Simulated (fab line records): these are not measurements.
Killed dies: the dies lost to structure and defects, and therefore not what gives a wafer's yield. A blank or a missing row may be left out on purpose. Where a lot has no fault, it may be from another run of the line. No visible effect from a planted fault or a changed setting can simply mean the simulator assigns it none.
Which tool is to blame? | flow nandHarc | 6 lots, 18 wafers sampled, at 3 steps of a route of 1302

## WHAT THE GAUGES READ, wafer by wafer
NHARC_P_GATE_CD_MEAS_11: the cd target is 1640 nm.
lot  | measured     | on       | cdNm (nm)
L550 | day 5 12:19  | cdSem-03 | 1642.8 1640.1 1638.5
L558 | day 9 00:47  | cdSem-02 | 1642.2 1642.4 1640.4
L562 | day 10 11:25 | cdSem-01 | 1638.3 1637.1 1642.9
L565 | day 11 20:50 | cdSem-03 | 1640.7 1634.5 1638.3
L567 | day 12 15:16 | cdSem-02 | 1635.8 1639.6 1639.1
L569 | day 13 13:57 | cdSem-01 | 1642.9 1639.6 1636.6

## WHAT TOOL EACH LOT RAN ON (gives the tool, then ch and the chambers of the sampled wafers, and finally the start)
lot  | NHARC_P_ZERO_WELL_DESCUM_54       | NHARC_P_GATE_PRECLEAN_70
L550 | rieDiel-01 ch 0,1,3, day 3 08:01  | wetBench-07 ch 0,1,5, day 5 03:39
L558 | rieDiel-01 ch 1,2, day 6 16:08    | wetBench-07 ch 1,2,6, day 8 14:38
L562 | rieDiel-13 ch 1,2, day 8 07:47    | wetBench-01 ch 0,5,6, day 10 03:05
L565 | rieDiel-13 ch 2,3, day 9 14:00    | wetBench-05 ch 1,2,7, day 11 10:31
L567 | rieDiel-01 ch 1,2, day 10 10:13   | wetBench-05 ch 0,1,7, day 12 06:52
L569 | rieDiel-03 ch 0,1,2, day 11 06:08 | wetBench-05 ch 5,6,7, day 13 05:28
- NHARC_P_ZERO_WELL_DESCUM_54: chemistry O2, time 3 s.
- NHARC_P_GATE_PRECLEAN_70: cleans in SC1.

## THE ANSWER, worked out from the rows above alone
Rule: usual is defined by the lots themselves. The widest of any qualifying gaps counts: lots, ordered by their means at a reading, are off when they make up no more than a third of the lots, leave a main group of 4 or more, and stand apart from it by 3 or more times the standard deviation of that group's means. If all means in a main group match to the digits the tables above print for the reading, that group is not used. Also off: a lot with no number at a reading for which 4 or more lots have one. Any other lot the step has rows for is counted as sound.
None of the lots is off at any reading shown; this tells nothing.

## WHAT WAS PUT IN BY THE SIMULATOR
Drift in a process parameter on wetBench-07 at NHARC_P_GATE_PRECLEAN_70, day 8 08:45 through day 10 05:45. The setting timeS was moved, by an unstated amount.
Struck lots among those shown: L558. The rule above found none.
